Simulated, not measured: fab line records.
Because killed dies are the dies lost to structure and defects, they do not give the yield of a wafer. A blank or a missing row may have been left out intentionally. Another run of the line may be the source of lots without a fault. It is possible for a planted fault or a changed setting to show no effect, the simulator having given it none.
Matching of chambers    flow n5-finfet    rie-diel-05 running N5_BEOL_M8_ETCH_62: 4 sister chambers
The step etches SOC in N2/H2, target depth 110 nm, overetch 22 nm, time 165 s. 8 wafers are shown with their chamber, then 11 later ones without.

== WAFERS WITH THEIR CHAMBER ==
wafer   chamber  drypump-motor-current-A (A)  showerhead-plenum-p-Torr (Torr)
L077.2  0        6.1                          2.63
L079.1  1        5.2                          2.61
L079.2  0        6.1                          2.63
L086.5  3        5.6                          2.72
L092.1  2        6.3                          2.66
L092.2  3        5.6                          2.71
L092.3  1        5.2                          2.60
L094.2  2        6.4                          2.66

== WAFERS WITHOUT THEIR CHAMBER ==
wafer   drypump-motor-current-A (A)  showerhead-plenum-p-Torr (Torr)
L094.3  5.2                          2.59
L094.5  6.4                          2.66
L095.1  6.3                          2.66
L095.3  5.6                          2.71
L095.6  5.2                          2.59
L096.2  6.1                          2.61
L096.3  5.2                          2.59
L096.6  5.2                          2.59
L097.1  5.2                          2.59
L097.3  5.6                          2.71
L097.6  6.3                          2.65

== WHICH CHAMBER EACH ONE RAN IN ==
wafer   from the rows above  in truth
L094.3  1                    1
L094.5  2                    2
L095.1  2                    2
L095.3  3                    3
L095.6  1                    1
L096.2  0                    0
L096.3  1                    1
L096.6  1                    1
L097.1  1                    1
L097.3  3                    3
L097.6  2                    2
Correctly placed: 11 of 11. Not placeable from these rows: 0. Number placed wrongly: 0.
How it was worked out, from the rows above alone: a wafer's distance from a chamber is the root of the sum, over the readings, of the square of ((its reading less the chamber's mean) divided by the reading's scatter). The wafer belongs to the nearest chamber; if the next one is less than 2 further off, it can't be placed. For every chamber, the mean is computed from those of its wafers that are shown. The scatter: the root of (the sum of the squares of (reading less its chamber's mean) over the shown wafers, divided by (wafers less chambers)).
